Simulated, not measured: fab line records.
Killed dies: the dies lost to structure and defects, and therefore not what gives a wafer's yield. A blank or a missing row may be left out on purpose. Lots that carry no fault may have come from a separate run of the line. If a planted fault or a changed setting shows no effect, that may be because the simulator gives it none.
fab line records ; flow nand_harc ; part 2 of 2: steps 5 to 6 of 6
record lots=21; wafers=63; last_day=24
route steps=1159 shown A_CHANNEL_FILL_D1@509 A_STAIRCASE@549
lots untouched by any fault: they come from a run of this same line in which no faults occurred
start_h: the number of hours between the record's first day and the start of the first shown wafer of the lot ; wait_h: how many hours have passed since the lot's step before this one ; " same as the row above ; L1.1+2: a row that stands for several wafers ; - value missing, or start not given ; * or withheld: withheld ; < > ~ a bound
route shown NAME@n: NAME is a module with steps in the file, n the number in the route of the first one ; usual: mean and standard deviation over wafers with no fault ; same: alike in all rows ; chamber/n: place in a boat ; sites: the reading at each site ; _std_site: standard deviation of those values ; _edge_site: mean of outer sites minus mean of inner sites ; radius_mm: for every site, how far away it sits from the centre of the wafer ; mask NAME#n: copy n ; behind: the most recent tool/chamber to have shaped the wafer ; hold: why the lot was held/for how many hours/how that ended ; device: which transistor (n, p or np) failed to switch ; end of line: the tests these same wafers got at the end of their route ; for a step that has no rows: nothing shown but its recipe ; killed: the dies lost at the first sort to structure and to defects; this is not the yield of the wafer ; map: dies across one wafer; x = killed, . = not, _ = none there
set.NAME: setting as actually run; set.NAME@STEP: the setting as run at that earlier step ; model.NAME: the simulator's own value behind a step, which no gauge read
a sample of lots followed through the steps of the route, with each step as a table and each wafer as a row
services: when a tool's chamber went out of use (start_h, in hours from the record's first day, below 0 if earlier), for how many hours, and the reason
## steps
# step NHARC_A_STAIRCASE_TRIM_187
# recipe time_s=211.2; o2_flow_sccm=500; ar_flow_sccm=0; bias_w=0; chemistry=O2
# usual chamber_pressure_mTorr=60.00/0.049; drypump_motor_current_A=5.8/0.49; oes_product_au=0.999/0.007; rf_vpp_V=57.6/0.75; showerhead_plenum_p_Torr=3.49/0.14; throttle_valve_pct=17.037/0.0094
# same bias_w=0
lot.wafer;tool;chamber;start_h;wait_h;chamber_pressure_mTorr;drypump_motor_current_A;oes_product_au;rf_hours_counter_h;rf_vpp_V;showerhead_plenum_p_Torr;throttle_valve_pct
L074.1;rie_diel-01;1;237.60;0.1;59.97;5.1;0.995;33;56.9;3.71;17.044
L074.3;rie_diel-01;2;237.60;0.1;59.98;6.3;0.988;31;58.9;3.48;17.046
L074.5;rie_diel-01;2;237.60;0.1;60.08;6.3;0.995;-;57.4;3.48;17.021
L076.2;rie_diel-13;0;248.71;0.1;60.00;5.4;1.002;55;57.1;3.41;17.037
L076.4;rie_diel-13;1;248.71;0.1;59.95;6.5;1.000;57;57.2;3.30;17.025
L076.3;rie_diel-13;3;248.71;0.1;60.11;5.4;0.994;45;55.9;3.30;17.037
L078.4;rie_diel-08;0;264.25;0.1;60.03;5.6;1.020;51;58.5;3.60;17.043
L078.6;rie_diel-08;0;264.25;0.1;59.96;5.6;1.002;-;57.9;3.60;17.049
L078.5;rie_diel-08;1;264.25;0.1;60.07;5.8;0.991;-;57.4;3.44;17.053
L079.2;rie_diel-08;1;266.22;0.1;60.06;5.7;1.001;45;57.8;3.44;17.035
L079.3;rie_diel-08;2;266.22;0.1;60.05;6.3;0.997;56;57.1;3.71;17.038
L079.1;rie_diel-08;0;266.22;0.1;59.95;5.6;1.000;52;58.9;3.60;17.039
L080.1;rie_diel-01;2;277.24;0.1;60.03;6.3;1.007;46;58.7;3.47;17.024
L080.4;rie_diel-01;0;277.24;0.1;60.03;6.2;0.995;45;58.3;3.63;17.045
L080.5;rie_diel-01;3;277.24;0.1;60.00;5.7;1.004;-;58.2;3.55;17.036
L081.3;rie_diel-01;2;277.44;0.1;59.97;6.3;0.989;46;58.3;3.47;17.046
L081.1;rie_diel-01;3;277.44;0.1;59.97;5.7;1.003;46;57.7;3.55;17.035
L081.4;rie_diel-01;0;277.44;0.1;59.96;6.2;0.987;45;58.1;3.63;17.058
L083.4;rie_diel-01;3;292.90;0.1;60.06;5.7;0.993;53;57.9;3.55;17.039
L083.3;rie_diel-01;1;292.90;0.1;59.99;5.1;0.991;54;57.6;3.70;17.022
L083.6;rie_diel-01;3;292.90;0.1;59.95;5.7;0.985;-;58.5;3.55;17.028
L085.2;rie_diel-13;2;325.23;0.1;60.03;6.3;1.004;15;58.2;3.44;17.057
L085.4;rie_diel-13;3;325.23;0.1;60.01;5.4;0.996;15;57.0;3.28;17.043
L085.6;rie_diel-13;2;325.23;0.1;60.11;6.3;1.010;-;58.7;3.44;17.041
L084.1;rie_diel-13;2;325.44;0.1;60.02;6.3;1.006;15;57.2;3.44;17.039
L084.5;rie_diel-13;3;325.44;0.1;60.04;5.4;0.999;-;56.7;3.28;17.038
L084.6;rie_diel-13;0;325.44;0.1;59.96;5.4;1.008;-;56.7;3.40;17.060
L088.4;rie_diel-01;3;325.74;0.1;59.95;5.7;1.005;1;57.0;3.54;17.039
L088.2;rie_diel-01;0;325.74;0.1;59.95;6.2;1.005;0;58.1;3.62;17.025
L088.6;rie_diel-01;0;325.74;0.1;60.09;6.2;1.006;-;58.1;3.62;17.041
L087.4;rie_diel-13;2;326.19;0.1;59.96;6.3;1.008;16;55.4;3.44;17.032
L087.3;rie_diel-13;0;326.19;0.1;60.00;5.4;1.002;13;57.6;3.40;17.041
L087.5;rie_diel-13;1;326.19;0.1;59.97;6.4;1.012;-;58.1;3.29;17.038
L086.1;rie_diel-08;1;326.35;0.2;59.94;5.7;0.992;5;57.8;3.43;17.038
L086.6;rie_diel-08;0;326.35;0.2;60.01;5.6;1.011;-;58.2;3.59;17.030
L086.4;rie_diel-08;2;326.35;0.2;60.00;6.3;0.998;-;58.7;3.70;17.031
L089.4;rie_diel-01;0;330.21;0.1;60.00;6.2;1.000;2;56.7;3.62;17.043
L089.2;rie_diel-01;2;330.21;0.1;60.02;6.3;0.999;3;58.0;3.46;17.037
L089.1;rie_diel-01;3;330.21;0.1;59.98;5.7;0.997;3;57.9;3.54;17.052
L090.2;rie_diel-01;0;331.37;0.2;59.99;6.2;0.996;3;57.6;3.62;17.039
L090.1;rie_diel-01;2;331.37;0.2;59.92;6.3;1.001;4;56.9;3.46;17.031
L090.6;rie_diel-01;1;331.37;0.2;59.96;5.1;0.994;-;58.7;3.69;17.037
L091.1;rie_diel-01;3;333.32;0.3;60.05;5.7;0.990;5;58.0;3.54;17.032
L091.6;rie_diel-01;3;333.32;0.3;59.99;5.7;1.001;-;57.4;3.54;17.027
L091.5;rie_diel-01;0;333.32;0.3;60.07;6.2;0.987;-;57.7;3.62;17.028
L092.4;rie_diel-13;0;342.71;0.3;60.03;5.4;0.999;22;56.4;3.40;17.029
L092.2;rie_diel-13;1;342.71;0.3;60.10;6.4;1.004;22;57.1;3.28;17.039
L092.3;rie_diel-13;3;342.71;0.3;60.07;5.3;0.999;24;56.7;3.28;17.053
L093.1;rie_diel-08;1;342.77;0.1;59.91;5.7;0.994;16;57.5;3.42;17.031
L093.3;rie_diel-08;2;342.77;0.1;59.95;6.3;1.006;16;57.8;3.69;17.044
L093.2;rie_diel-08;3;342.77;0.1;59.98;5.0;0.985;8;58.4;3.36;17.032
L094.2;rie_diel-13;3;355.76;0.1;60.02;5.4;0.997;28;56.0;3.28;17.034
L094.1;rie_diel-13;0;355.76;0.1;60.01;5.4;0.992;27;56.6;3.39;17.024
L094.6;rie_diel-13;1;355.76;0.1;60.01;6.5;1.002;-;58.0;3.28;17.015
L096.2;rie_diel-08;3;370.25;0.1;60.06;5.0;1.004;15;57.5;3.36;17.048
L096.6;rie_diel-08;2;370.25;0.1;60.02;6.3;0.990;-;58.8;3.69;17.031
L096.5;rie_diel-08;3;370.25;0.1;60.06;5.0;0.992;-;57.6;3.36;17.030
L095.3;rie_diel-01;2;370.81;0.1;60.02;6.3;0.999;20;56.7;3.45;17.051
L095.2;rie_diel-01;3;370.81;0.1;59.92;5.7;1.011;20;59.0;3.53;17.038
L095.1;rie_diel-01;0;370.81;0.1;59.91;6.2;0.993;19;58.2;3.61;17.049
L097.3;rie_diel-13;2;375.00;0.1;60.00;6.3;1.007;32;56.7;3.43;17.029
L097.4;rie_diel-13;3;375.00;0.1;60.00;5.4;0.995;32;56.6;3.27;17.020
L097.6;rie_diel-13;0;375.00;0.1;60.03;5.4;1.002;-;58.2;3.39;17.032
# step NHARC_A_STAIRCASE_ETCH_188
# recipe target_depth_a=1000; time_s=40.5; ion_energy_ev=400; c4f8_flow_sccm=20; o2_flow_sccm=10; ar_flow_sccm=withheld; rf_w=600; bias_w=1000; chemistry=C4F8/O2
# usual bias_w=1000.0/2.9; chamber_pressure_mTorr=24.998/0.022; oes_product_au=0.937/0.014; rf_vpp_V=895/5.2
lot.wafer;tool;chamber;start_h;wait_h;bias_w;chamber_pressure_mTorr;oes_product_au;rf_hours_counter_h;rf_vpp_V
L074.1;rie_diel-01;0;-;-;1002.4;24.992;0.961;31;901
L074.3;rie_diel-01;1;-;-;999.4;24.992;0.938;34;901
L074.5;rie_diel-01;1;-;-;1003.2;24.961;0.930;-;903
L076.3;rie_diel-13;1;-;-;996.8;24.978;0.938;57;888
L076.2;rie_diel-13;2;-;-;1004.1;25.009;0.937;56;892
L076.4;rie_diel-13;3;-;-;1000.9;24.985;0.960;45;888
L078.4;rie_diel-08;3;-;-;999.9;24.990;0.955;54;891
L078.5;rie_diel-08;0;-;-;1010.2;24.940;0.961;-;900
L078.6;rie_diel-08;1;-;-;998.8;24.972;0.960;-;892
L079.2;rie_diel-08;1;-;-;1000.6;24.996;0.935;45;894
L079.3;rie_diel-08;2;-;-;1001.5;25.010;0.940;56;902
L079.1;rie_diel-08;3;-;-;1000.4;25.002;0.968;54;890
L080.4;rie_diel-01;0;-;-;997.8;24.987;0.946;45;898
L080.1;rie_diel-01;3;-;-;1000.9;25.004;0.933;46;897
L080.5;rie_diel-01;0;-;-;999.7;24.989;0.940;-;899
L081.3;rie_diel-01;0;-;-;998.6;24.997;0.921;45;901
L081.4;rie_diel-01;2;-;-;996.9;25.006;0.926;46;894
L081.1;rie_diel-01;3;-;-;1002.4;25.003;0.931;46;896
L083.3;rie_diel-01;0;-;-;1001.9;25.006;0.915;51;900
L083.4;rie_diel-01;2;-;-;1006.0;24.983;0.923;53;893
L083.6;rie_diel-01;3;-;-;1006.5;24.953;0.920;-;897
L085.2;rie_diel-13;0;-;-;1002.1;24.983;0.944;12;890
L085.4;rie_diel-13;3;-;-;997.2;25.010;0.936;15;887
L085.6;rie_diel-13;0;-;-;998.6;25.002;0.932;-;892
L084.1;rie_diel-13;0;-;-;1000.5;25.012;0.919;13;891
L084.6;rie_diel-13;3;-;-;995.4;24.994;0.930;-;886
L084.5;rie_diel-13;0;-;-;1000.2;25.000;0.920;-;891
L088.2;rie_diel-01;2;-;-;1000.1;24.990;0.944;0;894
L088.4;rie_diel-01;0;-;-;999.9;24.978;0.941;1;898
L088.6;rie_diel-01;1;-;-;994.9;24.980;0.934;-;902
L087.3;rie_diel-13;1;-;-;999.2;25.017;0.927;14;884
L087.4;rie_diel-13;2;-;-;998.8;25.021;0.930;16;893
L087.5;rie_diel-13;0;-;-;1001.9;25.008;0.933;-;891
L086.1;rie_diel-08;2;-;-;1003.1;24.991;0.933;6;903
L086.4;rie_diel-08;1;-;-;1000.4;25.034;0.929;-;893
L086.6;rie_diel-08;0;-;-;1000.2;24.956;0.943;-;898
L089.2;rie_diel-01;0;-;-;996.4;25.004;0.922;3;899
L089.4;rie_diel-01;1;-;-;1000.0;25.012;0.923;3;901
L089.1;rie_diel-01;2;-;-;996.6;25.025;0.938;3;893
L090.1;rie_diel-01;0;-;-;996.8;25.003;0.927;4;899
L090.2;rie_diel-01;1;-;-;1003.8;24.976;0.931;4;900
L090.6;rie_diel-01;3;-;-;1003.4;24.996;0.921;-;897
L091.1;rie_diel-01;2;-;-;1001.4;24.986;0.922;5;894
L091.6;rie_diel-01;2;-;-;997.9;24.956;0.928;-;893
L091.5;rie_diel-01;3;-;-;1002.4;24.993;0.927;-;897
L092.2;rie_diel-13;1;-;-;1001.3;25.028;0.934;22;887
L092.4;rie_diel-13;2;-;-;1004.1;25.019;0.924;24;892
L092.3;rie_diel-13;3;-;-;998.1;25.012;0.928;24;887
L093.2;rie_diel-08;2;-;-;1000.5;24.992;0.947;17;902
L093.1;rie_diel-08;3;-;-;998.9;24.988;0.939;8;889
L093.3;rie_diel-08;0;-;-;997.6;24.987;0.940;14;897
L094.2;rie_diel-13;3;-;-;997.5;24.997;0.948;28;888
L094.1;rie_diel-13;0;-;-;995.6;25.021;0.965;27;892
L094.6;rie_diel-13;2;-;-;1002.9;24.988;0.951;-;893
L096.2;rie_diel-08;0;-;-;1002.2;24.968;0.962;21;898
L096.6;rie_diel-08;3;-;-;999.3;25.027;0.943;-;891
L096.5;rie_diel-08;0;-;-;1001.2;24.989;0.959;-;898
L095.3;rie_diel-01;0;-;-;1002.5;25.035;0.937;19;898
L095.1;rie_diel-01;1;-;-;996.3;24.954;0.938;16;903
L095.2;rie_diel-01;2;-;-;999.5;24.972;0.955;20;893
L097.4;rie_diel-13;0;-;-;998.3;25.002;0.947;31;891
L097.3;rie_diel-13;2;-;-;1002.8;24.985;0.951;32;893
L097.6;rie_diel-13;0;-;-;999.1;24.977;0.955;-;891
## services
tool;chamber;start_h;hours;kind
rie_diel-10;2;201.52;5.2;repair
rie_diel-13;0;206.42;-;clean
rie_diel-13;1;206.42;-;clean
rie_diel-13;2;206.42;-;clean
rie_diel-13;3;206.42;-;clean
rie_diel-13;3;216.17;14.1;repair
rie_diel-04;1;218.09;9.9;repair
rie_diel-08;3;228.24;2.2;repair
rie_diel-13;0;230.92;-;clean
rie_diel-13;1;230.92;-;clean
rie_diel-13;2;230.92;-;clean
rie_diel-01;-;233.41;0.3;repair
rie_diel-01;3;255.91;4.9;repair
rie_diel-13;2;260.54;17.9;repair
rie_diel-10;1;264.43;1.2;repair
rie_diel-13;-;276.21;9.0;pm
rie_diel-04;-;286.22;0.9;repair
rie_diel-04;-;288.90;9.0;pm
rie_diel-08;-;302.16;9.0;pm
rie_diel-01;-;314.85;9.0;pm
rie_diel-04;-;332.71;0.5;repair
rie_diel-10;-;353.50;9.0;pm
rie_diel-05;-;354.82;0.4;repair
rie_diel-05;0;366.96;4.6;repair
